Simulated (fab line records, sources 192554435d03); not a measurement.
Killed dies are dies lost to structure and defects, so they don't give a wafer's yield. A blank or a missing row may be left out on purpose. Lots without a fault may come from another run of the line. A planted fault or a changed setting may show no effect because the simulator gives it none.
Which tool did it? | flow n5_finfet | 11 lots, 32 wafers sampled, at 5 steps of a route of 1938

WHAT THE GAUGES READ, wafer by wafer
N5_MIM_TOP_LITHO_INSPECT_12: inspects for defects (macro). Usual: raw_defect_count 1.8, standard deviation 1.3.
lot  | measured     | on                | raw_defect_count | flag
L632 | day 15 10:23 | defect_inspect-02 | 1 1 2            |
L635 | day 15 18:47 | defect_inspect-02 | 3 3 0            |
L633 | day 15 23:12 | defect_inspect-02 | 3 0              |
L638 | day 16 22:47 | defect_inspect-01 | 2 2 2            |
L640 | day 17 10:03 | defect_inspect-02 | 2 2 2            |
L642 | day 18 17:53 | defect_inspect-02 | 3 0 1            |
L648 | day 19 03:18 | defect_inspect-02 | 2 2 1            |
L646 | day 20 03:10 | defect_inspect-02 | 0 1 3            |
L654 | day 20 12:56 | defect_inspect-01 | 1 0 1            |
L650 | day 20 23:35 | defect_inspect-02 | 2 1 2            |
L653 | day 21 05:29 | defect_inspect-01 | 1 5 1            |

N5_MIM_BOT_LITHO_CD_MEAS_08: target cd 3000 nm. Usual: cd_nm 2998.9 nm, standard deviation 2.
lot  | measured     | on        | cd_nm (nm)           | flag
L632 | day 15 11:06 | cd_sem-02 | 2999.2 3002.7 3000.9 |
L635 | day 15 19:40 | cd_sem-02 | 3000.7 3000.1 2999.0 |
L633 | day 15 23:55 | cd_sem-03 | 2998.9 2999.3        |
L638 | day 16 23:35 | cd_sem-03 | 3001.5 2997.6 3000.3 |
L640 | day 17 10:52 | cd_sem-03 | 3000.2 3001.6 3000.4 |
L642 | day 18 18:48 | cd_sem-01 | 2998.1 2995.6 3001.2 |
L648 | day 19 04:19 | cd_sem-03 | 3001.3 3000.9 2998.6 |
L646 | day 20 03:58 | cd_sem-01 | 3006.8 3008.0 3006.9 | OFF
L654 | day 20 13:40 | cd_sem-02 | 3002.2 2999.3 2999.9 |
L650 | day 21 00:23 | cd_sem-01 | 3009.6 3011.6 3008.8 | OFF
L653 | day 21 06:23 | cd_sem-02 | 2998.7 2997.8 2995.8 |

N5_MIM_BOT_LITHO_OVL_MEAS_11. Usual: MIM_BOT_OVL 2 nm, standard deviation 5.9.
lot  | measured     | on         | MIM_BOT_OVL (nm) | flag
L632 | day 15 11:08 | overlay-02 | -4 4 0           |
L635 | day 15 19:41 | overlay-01 | 3 5 8            |
L633 | day 15 23:56 | overlay-02 | 6 8              |
L638 | day 16 23:37 | overlay-01 | -5 -2 -6         |
L640 | day 17 10:53 | overlay-01 | -1 6 1           |
L642 | day 18 18:50 | overlay-02 | 5 -1 1           |
L648 | day 19 04:20 | overlay-02 | -7 -2 0          |
L646 | day 20 04:00 | overlay-02 | -1 0 5           |
L654 | day 20 13:41 | overlay-02 | 0 13 -5          |
L650 | day 21 00:25 | overlay-02 | 0 6 8            |
L653 | day 21 06:25 | overlay-02 | 6 3 -5           |

WHICH TOOL RAN EACH LOT (tool, then ch and the chambers of the sampled wafers, then the start)
lot  | N5_MIM_TOP_ALD_00                | N5_MIM_BOT_LITHO_EXPOSE_05
L632 | ald_hk-02 ch 0,1,2, day 15 08:10 | krf_scanner-01 ch 0, day 15 10:56
L635 | ald_hk-03 ch 1,2,3, day 15 17:35 | krf_scanner-02 ch 0, day 15 19:29
L633 | ald_hk-02 ch 0,3, day 15 21:53   | krf_scanner-02 ch 0, day 15 23:44
L638 | ald_hk-01 ch 0,2, day 16 21:33   | krf_scanner-01 ch 0, day 16 23:25
L640 | ald_hk-01 ch 0,1,2, day 17 09:01 | krf_scanner-02 ch 0, day 17 10:41
L642 | ald_hk-01 ch 1,3, day 18 15:57   | krf_scanner-01 ch 0, day 18 18:37
L648 | ald_hk-03 ch 0,1,3, day 19 01:40 | krf_scanner-01 ch 0, day 19 04:08
L646 | ald_hk-03 ch 0,1,3, day 20 01:43 | krf_scanner-01 ch 0, day 20 03:48
L654 | ald_hk-01 ch 2,3, day 20 09:43   | krf_scanner-02 ch 0, day 20 13:29
L650 | ald_hk-02 ch 2,3, day 20 21:56   | krf_scanner-01 ch 0, day 21 00:13
L653 | ald_hk-01 ch 0,1, day 21 02:06   | krf_scanner-02 ch 0, day 21 06:12
- N5_MIM_TOP_ALD_00: deposits Al2O3, purge time 3 s, co reactant pulse time 3 s.
- N5_MIM_BOT_LITHO_EXPOSE_05: exposes mask MIM BOT.

WHAT THE TOOLS THEMSELVES READ (means of the sampled wafers that have a number; where no wafer has one, the mark that the record gives instead)
N5_MIM_TOP_ALD_00. Usual: precursor_pulse_height_rel 1.001, standard deviation 0.018.
lot  | tool      | precursor_pulse_height_rel | flag
L632 | ald_hk-02 | 1.009                      |
L635 | ald_hk-03 | 0.981                      |
L633 | ald_hk-02 | 1.007                      |
L638 | ald_hk-01 | 1.003                      |
L640 | ald_hk-01 | 1.019                      |
L642 | ald_hk-01 | 0.984                      |
L648 | ald_hk-03 | 1.005                      |
L646 | ald_hk-03 | 0.971                      |
L654 | ald_hk-01 | 0.995                      |
L650 | ald_hk-02 | 1.012                      |
L653 | ald_hk-01 | 1.023                      |

N5_MIM_BOT_LITHO_EXPOSE_05. Usual: exposure_dose_mJ_cm2 24.255, standard deviation 0.026; stage_vel_mm_s 500.08 mm/s, standard deviation 0.22.
lot  | tool           | exposure_dose_mJ_cm2 | stage_vel_mm_s (mm/s) | flag
L632 | krf_scanner-01 | 24.262               | 500.21                |
L635 | krf_scanner-02 | 24.260               | 500.11                |
L633 | krf_scanner-02 | 24.271               | 500.11                |
L638 | krf_scanner-01 | 24.257               | 500.22                |
L640 | krf_scanner-02 | 24.239               | 500.08                |
L642 | krf_scanner-01 | 24.257               | 499.99                |
L648 | krf_scanner-01 | 24.223               | 500.09                |
L646 | krf_scanner-01 | 25.720               | 500.15                | OFF
L654 | krf_scanner-02 | 24.253               | 500.15                |
L650 | krf_scanner-01 | 25.725               | 500.24                | OFF
L653 | krf_scanner-02 | 24.261               | 500.15                |

THE ANSWER, worked out from the rows above alone
Rule: a lot is off if the mean of its wafers that have a number lies more than 3 standard deviations from the usual mean. A lot without any number at a reading at which 4 lots or more have one is off too. The other lots that the step has rows for count as sound. The gauges are gone through in route order, then the tools' own readings, and for those a lot's mean is taken as printed above. The first step at which some lot is off is used, and at that step the reading that is off furthest; a lot without a number counts as furthest.
Off: L646, L650, at N5_MIM_BOT_LITHO_CD_MEAS_08 (cd_nm).
A tool fits if, at a process step before that reading, it ran every lot that is off, and no sound lot after the first of them. The gauges at N5_MIM_BOT_LITHO_CD_MEAS_08 aren't tried: what is off there is off at N5_MIM_BOT_LITHO_EXPOSE_05 too, on other tools, and a gauge's error can't cause that. One fits: krf_scanner-01 at N5_MIM_BOT_LITHO_EXPOSE_05. Its last sound lot is L648 (day 19 04:08), its first lot that is off L646 (day 20 03:48): a fault that began between those two fits.
The tool's own readings at N5_MIM_BOT_LITHO_EXPOSE_05 bear it out: on the lots that are off they differ by more than 5 times the standard deviation of the sound lots' means. exposure_dose_mJ_cm2 reads 25.723 there against 24.254 on the sound lots.

WHAT THE SIMULATOR HAD PUT IN
Process parameter drift: krf_scanner-01, from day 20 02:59 on, at N5_MIM_BOT_LITHO_EXPOSE_05. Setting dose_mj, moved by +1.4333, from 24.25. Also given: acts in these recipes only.
Lots struck among those shown: L646, L650. The rule above found the same.
